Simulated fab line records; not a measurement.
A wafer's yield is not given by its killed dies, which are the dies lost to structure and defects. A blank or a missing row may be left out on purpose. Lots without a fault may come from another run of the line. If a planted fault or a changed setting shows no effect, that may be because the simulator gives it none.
fab line records	flow n5-finfet
record: lots: 6	wafers: 18	last-day: 18
route steps=1938 shown MOL_CONTACT_COAG@526
lots with no fault: from the same line, run without faults
start-h: start of the lot's first displayed wafer, in hours after the record's first day	wait-h: time in hours since the lot's previous step	" unchanged from the row above	L1.1+2: a single row standing in for several wafers	- value missing, or start not given	* or withheld: withheld	< > ~ a bound
route shown NAME@n: names a module that has steps shown in the file, with the first one's number in the route	usual: average and standard deviation across the fault-free wafers	same: alike in all rows	chamber/n: place in a boat	sites: the reading at each site	_std_site: standard deviation of those values	_edge_site: inner sites' mean taken away from outer sites' mean	radius-mm: for every site, how far away it sits from the centre of the wafer	mask NAME#n: copy n	behind: the most recent tool/chamber to have shaped the wafer	hold: why the lot was held/for how many hours/how that ended	device: which transistor (n, p or np) failed to switch	end of line: the tests these same wafers got at the end of their route	for a step that has no rows: nothing shown but its recipe	killed: the dies lost at the first sort to structure and to defects; this is not the yield of the wafer	map: per-die view of a wafer (x killed, . not killed, _ where there is no die)
set.NAME: setting as actually run; set.NAME@STEP: the setting as run at that earlier step	model.NAME: the simulator's own value behind a step, which no gauge read
lots seen at some steps along the route; tables by step, rows by wafer
services: from which hour (start-h, from the record's first day; less than 0 if before it) a tool's chamber was out of use, for how many hours, and why
== steps ==
step: N5_MOL_CONTACT_COAG_CD_MEAS_08
recipe: target-cd-nm: 28	landing-energy-ev: 500	detector: se-inlens	polarity: opening
usual: cd-nm: 28.07/0.25
lot.wafer	tool	chamber	start-h	wait-h	cd-nm
L352.1	cd-sem-02	0	155.88	-	27.23
L352.3	"	0	"	"	27.76
L352.4	"	0	"	"	28.06
L354.2	cd-sem-03	0	165.96	-	28.15
L354.3	"	0	"	"	27.80
L354.4	"	0	"	"	27.94
L355.2	cd-sem-03	0	172.96	-	27.66
L355.5	"	0	"	"	27.81
L355.6	"	0	"	"	28.06
L356.2	cd-sem-02	0	180.84	-	28.73
L356.3	"	0	"	"	28.11
L356.6	"	0	"	"	28.31
L357.1	cd-sem-02	0	183.30	-	27.85
L357.4	"	0	"	"	28.17
L357.6	"	0	"	"	27.88
L364.1	cd-sem-02	0	227.39	-	27.63
L364.2	"	0	"	"	27.77
L364.4	"	0	"	"	28.06
step: N5_MOL_CONTACT_COAG_OVL_MEAS_09
recipe: points-per-wafer: 522
usual: CA_OVL: -0.3/0.68
lot.wafer	tool	chamber	start-h	wait-h	CA_OVL[nm]
L352.1	overlay-02	0	155.91	0.0	0.3
L352.3	"	0	"	"	0.2
L352.4	"	0	"	"	-1.3
L354.2	overlay-02	0	165.99	0.0	-0.5
L354.3	"	0	"	"	1.8
L354.4	"	0	"	"	-0.5
L355.2	overlay-02	0	172.99	0.0	-0.7
L355.5	"	0	"	"	-0.1
L355.6	"	0	"	"	-0.7
L356.2	overlay-02	0	180.87	0.0	-0.5
L356.3	"	0	"	"	0.5
L356.6	"	0	"	"	-0.5
L357.1	overlay-01	0	183.33	0.0	-0.6
L357.4	"	0	"	"	-0.2
L357.6	"	0	"	"	0.1
L364.1	overlay-01	0	227.42	0.0	-0.5
L364.2	"	0	"	"	-0.4
L364.4	"	0	"	"	-0.5
step: N5_MOL_CONTACT_COAG_INSPECT_10
recipe: mode: adi	inspect-instrument: brightfield
usual: raw-defect-count: 64/24
lot.wafer	tool	chamber	start-h	wait-h	raw-defect-count
L352.1	defect-inspect-01	-	155.97	0.1	80
L352.3	"	-	"	"	82
L352.4	"	-	"	"	43
L354.2	defect-inspect-02	-	166.04	0.0	79
L354.3	"	-	"	"	54
L354.4	"	-	"	"	46
L355.2	defect-inspect-02	-	173.05	0.0	51
L355.5	"	-	"	"	24
L355.6	"	-	"	"	60
L356.2	defect-inspect-01	-	180.93	0.0	46
L356.3	"	-	"	"	78
L356.6	"	-	"	"	31
L357.1	defect-inspect-01	-	183.38	0.1	54
L357.4	"	-	"	"	95
L357.6	"	-	"	"	47
L364.1	defect-inspect-01	-	227.48	0.1	41
L364.2	"	-	"	"	34
L364.4	"	-	"	"	49
step: N5_MOL_CONTACT_COAG_DESCUM_13
recipe: chemistry: O2	time-s: 7	source-power-w: 50	bias-power-w: 20	pressure-mtorr: 20	rf-frequency-hz: 2.712e+07	temp-c: 40	resist: CAR-EUV	o2-flow-sccm: 225
usual: drypump-motor-current-A: 5.8/0.6	o2-flow-sccm: 224.9/0.72	oes-product-au: 0.80/0.095	rf-vpp-V: 242.5/1.3	showerhead-plenum-p-Torr: 2.06/0.065	throttle-valve-pct: 20.42/0.28
lot.wafer	tool	chamber	start-h	wait-h	drypump-motor-current-A	o2-flow-sccm	oes-product-au	rf-hours-counter-h	rf-vpp-V	showerhead-plenum-p-Torr	throttle-valve-pct
L352.1	rie-diel-02	3	156.01	0.0	5.9	225.4	0.71	214	244.2	2.06	20.58
L352.3	"	1	"	"	5.5	224.8	0.87	28	242.2	2.05	19.90
L352.4	"	0	"	"	5.0	224.6	0.89	39	243.3	2.06	20.38
L354.2	rie-diel-06	2	166.17	0.1	6.2	225.5	0.93	22	243.2	2.06	20.40
L354.3	"	3	"	"	6.4	224.0	0.73	174	243.1	2.17	20.62
L354.4	"	3	"	"	6.4	224.7	0.73	-	244.6	2.17	20.62
L355.2	rie-diel-06	2	173.08	0.0	6.2	225.4	0.92	26	242.2	2.06	20.41
L355.5	"	2	"	"	6.2	224.4	0.92	-	242.6	2.06	20.41
L355.6	"	3	"	"	6.5	223.5	0.73	-	244.3	2.17	20.62
L356.2	rie-diel-02	2	181.25	0.3	6.3	227.0	0.79	92	241.2	2.04	20.46
L356.3	"	0	"	"	5.0	224.3	0.89	47	241.6	2.06	20.40
L356.6	"	3	"	"	6.0	224.4	0.70	-	242.9	2.06	20.57
L357.1	rie-diel-02	1	183.42	0.0	5.5	225.1	0.86	37	243.0	2.04	19.92
L357.4	"	3	"	"	5.9	224.0	0.70	222	241.8	2.06	20.58
L357.6	"	3	"	"	5.9	224.6	0.70	-	241.6	2.06	20.58
L364.1	rie-diel-06	1	227.52	0.0	5.9	224.3	0.94	19	244.9	2.23	20.13
L364.2	"	3	"	"	6.4	224.0	0.71	199	244.6	2.17	20.66
L364.4	"	0	"	"	4.9	224.7	0.70	229	241.6	1.98	20.90
step: N5_MOL_CONTACT_COAG_ETCH_59
recipe: chemistry: N2/H2	target: underlayer	target-depth-a: 130	mask-material: CAR-EUV	time-s: 10.4	ion-energy-ev: 200	pressure-mtorr: 30	source-w: 840	bias-w: 150	n2-flow-sccm: 200	h2-flow-sccm: 200	ends: cleared
step: N5_MOL_CONTACT_COAG_ETCH_105
recipe: chemistry: CF4	target: SiARC	target-depth-a: 156	mask-material: CAR-EUV	time-s: 26	ion-energy-ev: 80	pressure-mtorr: 40	source-w: 545	bias-w: 36	Ar_flow_sccm: 100	cf4-flow-sccm: 100	ends: cleared
usual: drypump-motor-current-A: 5.8/0.6	etch-rf-on-time-s: 25.8/0.73	oes-product-au: 0.69/0.079	rf-fwd-power-W: 532.1/1.9	rf-vpp-V: 183.6/1.2	showerhead-plenum-p-Torr: 2.11/0.061	throttle-valve-pct: 15.57/0.29
lot.wafer	tool	chamber	start-h	wait-h	drypump-motor-current-A	etch-rf-on-time-s	oes-product-au	rf-fwd-power-W	rf-hours-counter-h	rf-vpp-V	showerhead-plenum-p-Torr	throttle-valve-pct
L352.1	rie-diel-02	3	156.06	0.0	5.9	25.8	0.61	532.2	214	183.3	2.13	15.88
L352.3	"	1	"	"	5.5	26.2	0.75	532.2	28	183.3	2.10	15.12
L352.4	"	0	"	"	5.1	25.5	0.76	533.0	39	181.8	2.09	15.32
L354.2	rie-diel-06	2	166.23	0.0	6.3	25.0	0.80	532.3	22	184.1	2.11	15.53
L354.3	"	3	"	"	6.4	26.3	0.62	531.5	174	185.2	2.21	15.75
L354.4	"	3	"	"	6.4	26.4	0.62	529.9	-	184.6	2.21	15.72
L355.2	rie-diel-06	2	173.13	0.0	6.2	25.4	0.78	532.8	26	181.1	2.11	15.54
L355.5	"	2	"	"	6.2	25.3	0.79	533.8	-	183.1	2.11	15.52
L355.6	"	3	"	"	6.4	27.0	0.61	527.6	-	184.3	2.21	15.75
L356.2	rie-diel-02	2	181.30	0.0	6.3	25.1	0.69	532.6	92	183.7	2.09	15.63
L356.3	"	0	"	"	5.0	24.8	0.77	530.5	47	183.7	2.09	15.35
L356.6	"	3	"	"	5.9	25.1	0.61	532.7	-	184.2	2.13	15.89
L357.1	rie-diel-02	1	183.47	0.0	5.5	25.7	0.74	531.1	37	182.8	2.10	15.12
L357.4	"	3	"	"	5.9	25.4	0.60	532.3	222	182.7	2.13	15.89
L357.6	"	3	"	"	6.0	25.2	0.61	531.1	-	182.7	2.13	15.88
L364.1	rie-diel-06	1	227.57	0.0	5.9	25.7	0.80	533.0	19	185.3	2.28	15.23
L364.2	"	3	"	"	6.5	26.9	0.60	529.8	199	184.1	2.20	15.80
L364.4	"	0	"	"	4.9	25.0	0.61	535.4	229	182.7	2.03	16.05
step: N5_MOL_CONTACT_COAG_ETCH_106
recipe: chemistry: N2/H2	target: SOC	target-depth-a: 800	overetch-a: 160	mask-material: SiARC	temp-c: 40	time-s: 120	ion-energy-ev: 200	pressure-mtorr: 30	source-w: 840	bias-w: 150	n2-flow-sccm: 200	h2-flow-sccm: 200
usual: drypump-motor-current-A: 5.8/0.6	oes-product-au: 0.72/0.079	rf-fwd-power-W: 835.0/2.6	rf-vpp-V: 522.7/2.3	showerhead-plenum-p-Torr: 2.50/0.081	throttle-valve-pct: 17.8/0.36
lot.wafer	tool	chamber	start-h	wait-h	drypump-motor-current-A	oes-product-au	rf-fwd-power-W	rf-hours-counter-h	rf-vpp-V	showerhead-plenum-p-Torr	throttle-valve-pct
L352.1	rie-diel-02	3	156.09	0.0	6.0	0.63	838.4	214	523.4	2.52	18.2
L352.3	"	1	"	"	5.5	0.79	834.7	28	521.8	2.48	17.2
L352.4	"	0	"	"	5.0	0.79	838.0	39	522.2	2.50	17.8
L354.2	rie-diel-06	2	166.26	0.0	6.2	0.82	833.6	22	521.9	2.49	17.7
L354.3	"	3	"	"	6.5	0.67	836.1	174	527.6	2.66	18.1
L354.4	"	3	"	"	6.5	0.66	831.7	-	526.4	2.66	18.2
L355.2	rie-diel-06	2	173.16	0.0	6.2	0.82	831.6	26	521.5	2.49	17.7
L355.5	"	2	"	"	6.2	0.81	833.0	-	522.4	2.49	17.7
L355.6	"	3	"	"	6.5	0.66	831.8	-	526.3	2.66	18.1
L356.2	rie-diel-02	2	181.33	0.0	6.2	0.71	837.4	92	522.3	2.47	17.9
L356.3	"	0	"	"	5.1	0.78	834.0	47	522.7	2.50	17.8
L356.6	"	3	"	"	6.0	0.63	837.2	-	523.4	2.52	18.2
L357.1	rie-diel-02	1	183.50	0.0	5.5	0.78	836.1	37	520.4	2.48	17.2
L357.4	"	3	"	"	5.9	0.62	834.7	222	523.2	2.52	18.2
L357.6	"	3	"	"	6.0	0.63	833.5	-	523.3	2.52	18.2
L364.1	rie-diel-06	1	227.60	0.0	5.9	0.82	832.0	19	529.8	2.69	17.2
L364.2	"	3	"	"	6.5	0.65	836.1	199	525.9	2.65	18.2
L364.4	"	0	"	"	4.9	0.62	833.5	229	520.2	2.41	18.3
step: N5_MOL_CONTACT_COAG_STRIP_107
recipe: chemistry: N2/H2	temp-c: 40	n2-flow-sccm: 200	h2-flow-sccm: 200	rf-frequency-hz: 6e+07
step: N5_MOL_CONTACT_COAG_STRIP_108
recipe: chemistry: N2/H2	temp-c: 40	n2-flow-sccm: 200	h2-flow-sccm: 200	rf-frequency-hz: 6e+07
step: N5_MOL_CONTACT_COAG_CONTACT_ETCH_14
recipe: chemistry: C4F6/O2	target: SiO2	target-depth-a: 275	overetch-a: 85	mask-material: SOC	pressure-mtorr: 30	source-w: 370	bias-w: 185	Ar_flow_sccm: 300	C4F6_flow_sccm: 16	O2_flow_sccm: 10	time-s: 20	ion-energy-ev: 259.6
usual: drypump-motor-current-A: 5.8/0.6	oes_f_703_au: 0.81/0.089	oes-product-au: 0.68/0.075	rf-fwd-power-W: 363.0/2.1	rf-vpp-V: 691.0/2.9	showerhead-plenum-p-Torr: 2.84/0.083	throttle-valve-pct: 21.25/0.27
lot.wafer	tool	chamber	start-h	wait-h	drypump-motor-current-A	oes_f_703_au	oes-product-au	rf-fwd-power-W	rf-hours-counter-h	rf-vpp-V	showerhead-plenum-p-Torr	throttle-valve-pct
L352.1	rie-diel-02	3	156.19	0.0	6.0	0.73	0.60	364.5	214	691.0	2.86	21.50
L352.3	"	1	"	"	5.5	0.90	0.75	362.1	28	691.1	2.82	20.77
L352.4	"	0	"	"	5.0	0.89	0.75	364.3	39	689.8	2.82	21.09
L354.2	rie-diel-06	2	166.36	0.0	6.2	0.93	0.78	359.6	22	691.5	2.83	21.23
L354.3	"	3	"	"	6.5	0.74	0.63	361.5	174	695.6	2.98	21.41
L354.4	"	3	"	"	6.5	0.74	0.64	360.8	-	694.8	2.98	21.44
L355.2	rie-diel-06	2	173.26	0.0	6.2	0.93	0.78	358.4	26	691.5	2.83	21.23
L355.5	"	2	"	"	6.2	0.93	0.77	359.2	-	690.8	2.83	21.24
L355.6	"	3	"	"	6.5	0.74	0.62	362.0	-	695.8	2.98	21.45
L356.2	rie-diel-02	2	181.43	0.0	6.2	0.81	0.67	363.0	92	689.6	2.81	21.35
L356.3	"	0	"	"	5.0	0.87	0.74	364.1	47	688.6	2.82	21.10
L356.6	"	3	"	"	6.0	0.73	0.60	366.5	-	691.5	2.85	21.49
L357.1	rie-diel-02	1	183.60	0.0	5.5	0.88	0.74	362.8	37	690.6	2.82	20.78
L357.4	"	3	"	"	6.0	0.72	0.60	366.6	222	691.2	2.85	21.51
L357.6	"	3	"	"	6.0	0.72	0.60	366.0	-	692.6	2.85	21.51
L364.1	rie-diel-06	1	227.70	0.0	5.9	0.94	0.79	360.4	19	697.9	3.06	20.93
L364.2	"	3	"	"	6.5	0.72	0.62	361.5	200	695.0	2.97	21.46
L364.4	"	0	"	"	4.9	0.73	0.59	364.6	229	686.9	2.73	21.74
step: N5_MOL_CONTACT_COAG_STRIP_109
recipe: chemistry: C4F6/O2	resist: SiARC	rf-frequency-hz: 6e+07
step: N5_MOL_CONTACT_COAG_ETCH_15
recipe: chemistry: CH3F/O2	target: SiNx	target-depth-a: 70	mask-material: SOC	stop-on: Si:P	over-etch-frac: 0.75	ion-energy-ev: 120	pressure-mtorr: 30	source-w: 395	bias-w: 73	Ar_flow_sccm: 150	CH3F_flow_sccm: 30	O2_flow_sccm: 20
usual: drypump-motor-current-A: 5.8/0.61	oes_f_703_au: 0.81/0.089	oes-product-au: 0.59/0.065	rf-fwd-power-W: 391.8/1.5	rf-vpp-V: 294/4.8	showerhead-plenum-p-Torr: 1.97/0.061	throttle-valve-pct: 16.31/0.28
lot.wafer	tool	chamber	start-h	wait-h	drypump-motor-current-A	oes_f_703_au	oes-product-au	rf-fwd-power-W	rf-hours-counter-h	rf-vpp-V	showerhead-plenum-p-Torr	throttle-valve-pct
L352.1	rie-diel-02	3	156.22	0.0	5.9	0.72	0.52	392.1	214	301	1.98	16.57
L352.3	"	1	"	"	5.5	0.90	0.65	392.4	28	293	1.96	15.83
L352.4	"	0	"	"	5.1	0.89	0.65	391.9	39	297	1.96	16.11
L354.2	rie-diel-06	2	166.39	0.0	6.3	0.93	0.67	390.9	22	289	1.96	16.22
L354.3	"	3	"	"	6.4	0.75	0.54	391.1	174	294	2.08	16.48
L354.4	"	3	"	"	6.4	0.74	0.54	390.8	-	294	2.08	16.52
L355.2	rie-diel-06	2	173.30	0.0	6.2	0.92	0.67	391.1	26	289	1.96	16.23
L355.5	"	2	"	"	6.2	0.94	0.66	389.5	-	288	1.96	16.21
L355.6	"	3	"	"	6.4	0.74	0.54	392.6	-	294	2.08	16.51
L356.2	rie-diel-02	2	181.47	0.0	6.2	0.81	0.58	391.5	92	287	1.95	16.39
L356.3	"	0	"	"	5.1	0.87	0.64	391.1	47	297	1.95	16.13
L356.6	"	3	"	"	6.0	0.72	0.51	393.3	-	302	1.98	16.60
L357.1	rie-diel-02	1	183.64	0.0	5.5	0.89	0.63	391.2	37	292	1.95	15.83
L357.4	"	3	"	"	5.9	0.72	0.51	392.6	223	302	1.98	16.58
L357.6	"	3	"	"	5.9	0.72	0.52	393.1	-	301	1.98	16.60
L364.1	rie-diel-06	1	227.73	0.0	5.9	0.93	0.68	391.6	19	296	2.13	15.98
L364.2	"	3	"	"	6.4	0.72	0.53	392.2	200	292	2.07	16.55
L364.4	"	0	"	"	4.9	0.72	0.51	392.1	229	291	1.89	16.81
step: N5_MOL_CONTACT_COAG_ETCH_110
recipe: chemistry: CF4/O2	target: Si	target-depth-a: 25	time-s: 8	pressure-mtorr: 100	source-w: 200	bias-w: 12	ion-energy-ev: 60	Ar_flow_sccm: 100	cf4-flow-sccm: 100	O2_flow_sccm: 10
usual: drypump-motor-current-A: 5.8/0.61	oes_f_703_au: 0.81/0.087	oes-product-au: 0.80/0.093	rf-fwd-power-W: 198.0/0.83	rf-vpp-V: 125.9/2.3	showerhead-plenum-p-Torr: 2.19/0.063	throttle-valve-pct: 10.7/0.33
lot.wafer	tool	chamber	start-h	wait-h	drypump-motor-current-A	oes_f_703_au	oes-product-au	rf-fwd-power-W	rf-hours-counter-h	rf-vpp-V	showerhead-plenum-p-Torr	throttle-valve-pct	model.etch.depth-nm	model.SOC_of_MOL_CONTACT_COAG_COAT_103.thk-nm
L352.1	rie-diel-02	3	156.28	0.0	5.9	0.72	0.71	198.0	214	129.3	2.21	11.1	2.533	73.6
L352.3	"	1	"	"	5.5	0.90	0.89	197.5	28	125.3	2.18	10.2	2.518	73.4
L352.4	"	0	"	"	5.1	0.89	0.90	199.1	39	126.8	2.18	10.4	2.581	73.4
L354.2	rie-diel-06	2	166.45	0.0	6.3	0.94	0.93	197.9	22	123.4	2.19	10.5	2.565	73.4
L354.3	"	3	"	"	6.5	0.74	0.73	197.6	174	125.2	2.30	10.9	2.438	73.4
L354.4	"	3	"	"	6.4	0.75	0.73	197.9	-	125.2	2.30	10.9	2.437	73.6
L355.2	rie-diel-06	2	173.36	0.0	6.2	0.93	0.92	196.4	26	124.7	2.19	10.6	2.557	74
L355.5	"	2	"	"	6.2	0.92	0.93	197.1	-	123.3	2.19	10.6	2.563	73.8
L355.6	"	3	"	"	6.5	0.74	0.73	198.1	-	125.8	2.30	10.9	2.429	74.2
L356.2	rie-diel-02	2	181.53	0.0	6.2	1.11	0.89	246.6	92	108.1	2.17	10.7	3.058	73.4
L356.3	"	0	"	"	5.1	1.19	1.00	245.9	47	112.0	2.17	10.4	3.098	73.2
L356.6	"	3	"	"	5.9	0.98	0.80	245.8	-	113.1	2.21	11.1	3.053	73.2
L357.1	rie-diel-02	1	183.70	0.0	5.5	1.21	0.97	245.9	37	109.3	2.18	10.2	2.996	73.4
L357.4	"	3	"	"	5.9	0.98	0.80	246.4	223	113.9	2.21	11.1	3.044	73.2
L357.6	"	3	"	"	6.0	0.98	0.80	248.0	-	114.3	2.21	11.1	3.058	73.2
L364.1	rie-diel-06	1	227.79	0.0	5.9	0.93	0.94	198.7	19	127.1	2.36	10.3	2.516	73.4
L364.2	"	3	"	"	6.5	0.72	0.71	197.5	200	123.7	2.29	11.0	2.397	74
L364.4	"	0	"	"	4.9	0.72	0.71	198.5	229	123.1	2.11	11.3	2.572	73.6
step: N5_MOL_CONTACT_COAG_STRIP_98
recipe: chemistry: N2/H2	power-w: 500	temp-c: 40	pressure-mtorr: 50	rf-frequency-hz: 6e+07	overash-fraction: 0.3	bias-power-w: 8	h2-frac: 0.5	n2-flow-sccm: 300	h2-flow-sccm: 300
== services ==
tool	chamber	start-h	hours	kind
rie-diel-06	1	151.02	-	clean
rie-diel-06	1	151.02	-	consumable-replace:focus-ring
rie-diel-06	1	151.02	-	consumable-replace:showerhead
rie-diel-06	1	151.02	25.5	scheduled-down
rie-diel-06	1	151.02	25.5	vent-cycle
rie-diel-06	2	197.89	1.5	repair
rie-diel-02	1	198.27	1.6	repair
rie-diel-06	0	220.63	6.6	repair
== key ==
first-sign: step: N5_MOL_CONTACT_COAG_ETCH_110	reading: rf-fwd-power-W	direction: up	sigmas: 58	usual: *	struck: *
effect: step: N5_MOL_CONTACT_COAG_ETCH_110	reading: rf-vpp-V	direction: down	sigmas: 6.1	usual: 125.9	struck: 111.8
model-effect: step: N5_MOL_CONTACT_COAG_ETCH_110	value: etch.depth-nm	without: 2.538	struck: 3.051
met-at N5_MOL_CONTACT_COAG_ETCH_110
struck-wafers L356.2,L356.3,L356.6,L357.1,L357.4,L357.6
tester-left-out L356,L357
onset-between 156.28 181.53
fault: kind: process-parameter-drift	tool: rie-diel-02	chamber: -	onset-h: 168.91	steps: N5_MOL_CONTACT_COAG_ETCH_110	channel: source-w	offset: 48	shape: step	end-h: 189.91	acts-in: these-recipes-only	stated: 200
tester-left-out: of these lots the tester's yield and bins aren't shown, on N5 and GAA mostly nor the transistor test; their killed dies are dies lost to structure and defects alone, not to doping, threshold or leakage, so they don't give the yield
